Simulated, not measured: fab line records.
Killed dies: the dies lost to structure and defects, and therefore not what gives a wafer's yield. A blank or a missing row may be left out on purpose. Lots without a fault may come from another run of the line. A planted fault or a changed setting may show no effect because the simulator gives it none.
Matching of chambers	flow n5_finfet	N5_STI_FIN_REVEAL_ALD_00 on ald_sin-04: 4 sister chambers
The step deposits SiO2, target thk 1 nm, pulse time 1 s. 22 wafers are shown with their chamber, then 11 later ones without.

## EACH WAFER AND ITS CHAMBER
wafer	chamber	heater_power_w (W)	precursor_pulse_height_rel	susceptor_temp_C (C)
L074.2	2	478	1.014	300.18
L074.3	1	513	0.970	300.16
L074.4	3	523	1.024	299.93
L075.1	1	505	0.976	299.68
L075.3	3	514	0.987	300.23
L075.5	3	514	0.991	299.92
L078.3	3	513	1.021	300.17
L078.5	3	519	1.041	300.11
L078.6	2	485	0.998	299.95
L079.1	1	507	1.016	299.97
L079.4	3	514	1.012	299.77
L079.6	2	485	0.981	300.29
L081.1	1	500	1.020	299.83
L081.2	0	373	0.995	299.58
L081.3	3	516	1.003	299.77
L084.3	3	527	1.005	300.14
L084.5	2	464	1.008	299.79
L084.6	3	520	0.990	300.16
L085.1	2	471	0.990	299.93
L085.2	0	370	1.008	300.27
L085.5	2	479	1.005	300.01
L087.2	2	483	1.038	299.69

SIGNATURES (means of the wafers above)
reading	chamber 0	chamber 1	chamber 2	chamber 3	scatter within a chamber
heater_power_w	371.50	506.25	477.86	517.78	6
precursor_pulse_height_rel	1.00150	0.99550	1.00486	1.00822	0.0194
susceptor_temp_C	299.9250	299.9100	299.9771	300.0222	0.221
Rule: a wafer's distance from a chamber is the root of the sum, over the readings, of the square of ((its reading less the chamber's mean) divided by the reading's scatter). If the next closest chamber is less than 2 further off than the closest, the wafer can't be placed; otherwise it belongs to the closest. The scatter: the root of (the sum of the squares of (reading less its chamber's mean) over the shown wafers, divided by (wafers less chambers)).

## WAFERS MISSING THEIR CHAMBER
wafer	heater_power_w (W)	precursor_pulse_height_rel	susceptor_temp_C (C)
L087.3	382	1.016	300.13
L087.4	490	1.003	299.95
L091.2	506	1.015	300.03
L091.4	379	0.990	299.94
L091.5	516	0.957	299.71
L094.1	510	0.979	299.98
L094.2	510	0.994	300.26
L094.5	528	1.059	300.29
L095.2	369	1.027	300.32
L095.3	513	0.973	300.19
L095.5	525	1.000	300.15

## EACH ONE'S CHAMBER
wafer	from the rows above	in truth
L087.3	0	0
L087.4	can't be placed: 2 or 1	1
L091.2	can't be placed: 1 or 3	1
L091.4	0	0
L091.5	can't be placed: 1 or 3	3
L094.1	can't be placed: 1 or 3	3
L094.2	can't be placed: 1 or 3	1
L094.5	can't be placed: 3 or 1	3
L095.2	0	0
L095.3	can't be placed: 1 or 3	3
L095.5	can't be placed: 3 or 1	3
Correctly placed: 3 of 11. Unplaceable from these rows: 8, with the true chamber sitting among the candidates in 8. 0 placed wrongly.
